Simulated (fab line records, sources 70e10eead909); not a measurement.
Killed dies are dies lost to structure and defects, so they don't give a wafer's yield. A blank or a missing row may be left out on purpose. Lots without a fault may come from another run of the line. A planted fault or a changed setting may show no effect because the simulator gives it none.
A struck lot beside a sound one | flow nand_harc | 20 steps out of a route of 1302
Sound: wafers L792.1, L792.3, L792.4. Struck: wafers L803.2, L803.5. (L803.4 of the same lot was not struck and is left out.) The cause comes at the end.
At each step with rows: each side's tool, then ch and its chambers, then its first start. Under that, the readings that differ: sound wafers | struck wafers | difference of the means | sigmas: that difference in standard deviations of wafers without a fault.
alike: readings whose means differ by less than 2 such deviations, and words and numbers that are the same on both sides. not compared: withheld readings, readings that some wafer has no value for, bounds like >300 that may hide the same value, and numbers for which the record gives no deviation and whose values overlap.
The two part at a step that has a row with sigmas, a row that says differs or no value, or rows on one side only. Numbers that don't overlap but have no deviation are shown without sigmas and don't part them. A reading that every wafer of one side lacks parts them only if that side has two wafers or more.

NHARC_A_ONON_D2_INSPECT_32:
  sound on defect_inspect-01, day 12 18:13; struck on defect_inspect-01, day 17 15:24
  alike: raw_defect_count
NHARC_A_CHANNEL_HOLE_D2_DEP_00: deposits aC, target thk 3100 nm.
  sound on acl_dep-03 ch 0, day 12 18:17; struck on acl_dep-02 ch 0, day 17 15:47
  alike: throttle_valve_pct
NHARC_A_CHANNEL_HOLE_D2_DEP_01: deposits SiON, target thk 140 nm.
  sound on pecvd-04 ch 0,1,2, day 12 20:12; struck on pecvd-03 ch 1,2, day 17 17:28
  alike: heater_power_w
then, 9 steps without rows for these wafers: NHARC_A_CHANNEL_HOLE_D2_DEHYDRATE_02 (time 120 s); NHARC_A_CHANNEL_HOLE_D2_HMDS_03 (time 30 s); NHARC_A_CHANNEL_HOLE_D2_COAT_36 (time 75 s); NHARC_A_CHANNEL_HOLE_D2_COAT_37 (time 65 s); NHARC_A_CHANNEL_HOLE_D2_COAT_04 (resist thk 90 nm); NHARC_A_CHANNEL_HOLE_D2_SOFTBAKE_05 (time 55 s); NHARC_A_CHANNEL_HOLE_D2_EBR_06; NHARC_A_CHANNEL_HOLE_D2_EXPOSE_07 (exposes mask HOLE D2, target cd 100 nm); NHARC_A_CHANNEL_HOLE_D2_PEB_08 (peb time 65 s).
NHARC_A_CHANNEL_HOLE_D2_DEVELOP_09: develop time 35 s.
  sound on litho_track-01 ch 0, day 12 20:00; struck on litho_track-01 ch 0, day 17 18:00
  alike: resist_line_temp_C
NHARC_A_CHANNEL_HOLE_D2_CD_MEAS_10: target cd 100 nm.
  sound on cd_sem-03 ch 0, day 12 20:47; struck on cd_sem-02 ch 0, day 17 18:07
  reading    | sound             | struck    | difference | sigmas
  cd_nm (nm) | 100.5 101.2 100.4 | 99.0 98.6 | -1.9       | -4
NHARC_A_CHANNEL_HOLE_D2_OVL_MEAS_11:
  sound on overlay-02, day 12 20:53; struck on overlay-02, day 17 18:13
  alike: overlay_x_nm, overlay_y_nm
NHARC_A_CHANNEL_HOLE_D2_INSPECT_12:
  sound on defect_inspect-02, day 12 20:56; struck on defect_inspect-02, day 17 18:14
  reading          | sound | struck | difference | sigmas
  raw_defect_count | 2 5 6 | 57 46  | +47        | +2
NHARC_A_CHANNEL_HOLE_D2_DESCUM_15: chemistry O2, time 3 s.
  sound on rie_diel-13 ch 0,1,2, day 12 20:59; struck on rie_diel-13 ch 1,3, day 17 18:19
  reading                            | sound             | struck      | difference | sigmas
  chamber_pressure_mTorr (mTorr)     | 60.08 60.03 60.06 | 59.90 59.93 | -0.14      | -3
  rf_vpp_V (V)                       | 57.1 55.8 59.2    | 59.8 59.1   | +2.1       | +2
  model.A_CHANNEL_HOLE_D2.cd_nm (nm) | 100.8 101.6 101   | 99.62 98.73 | -1.96      |
  alike: drypump_motor_current_A, oes_product_au, showerhead_plenum_p_Torr, throttle_valve_pct
  not compared: rf_hours_counter_h
NHARC_A_CHANNEL_HOLE_D2_ETCH_38: etches the open film in CF4, target depth 39 nm, time 65 s.
  sound on rie_diel-13 ch 1,2,3, day 12 21:04; struck on rie_diel-13 ch 0,3, day 17 18:23
  reading                            | sound             | struck      | difference | sigmas
  model.A_CHANNEL_HOLE_D2.cd_nm (nm) | 101.1 101.3 100.8 | 99.34 98.49 | -2.15      |
  alike: chamber_pressure_mTorr, drypump_motor_current_A, oes_product_au, rf_vpp_V, showerhead_plenum_p_Torr, throttle_valve_pct
  not compared: rf_hours_counter_h
NHARC_A_CHANNEL_HOLE_D2_ETCH_39: etches the open film in N2/H2, target depth 260 nm, time 325 s.
  sound on rie_diel-13 ch 0,1,3; struck on rie_diel-13 ch 1,3
  alike: chamber_pressure_mTorr, drypump_motor_current_A, oes_product_au, rf_vpp_V, showerhead_plenum_p_Torr, throttle_valve_pct
  not compared: rf_hours_counter_h
then, 1 step without rows for these wafers: NHARC_END_SORT_01.

WHERE THEY PART
First at NHARC_A_CHANNEL_HOLE_D2_CD_MEAS_10; last, within this record, at NHARC_A_CHANNEL_HOLE_D2_DESCUM_15. Later steps at which nothing parts them and some readings are alike: NHARC_A_CHANNEL_HOLE_D2_ETCH_38, NHARC_A_CHANNEL_HOLE_D2_ETCH_39.

WHY: what the simulator had put in
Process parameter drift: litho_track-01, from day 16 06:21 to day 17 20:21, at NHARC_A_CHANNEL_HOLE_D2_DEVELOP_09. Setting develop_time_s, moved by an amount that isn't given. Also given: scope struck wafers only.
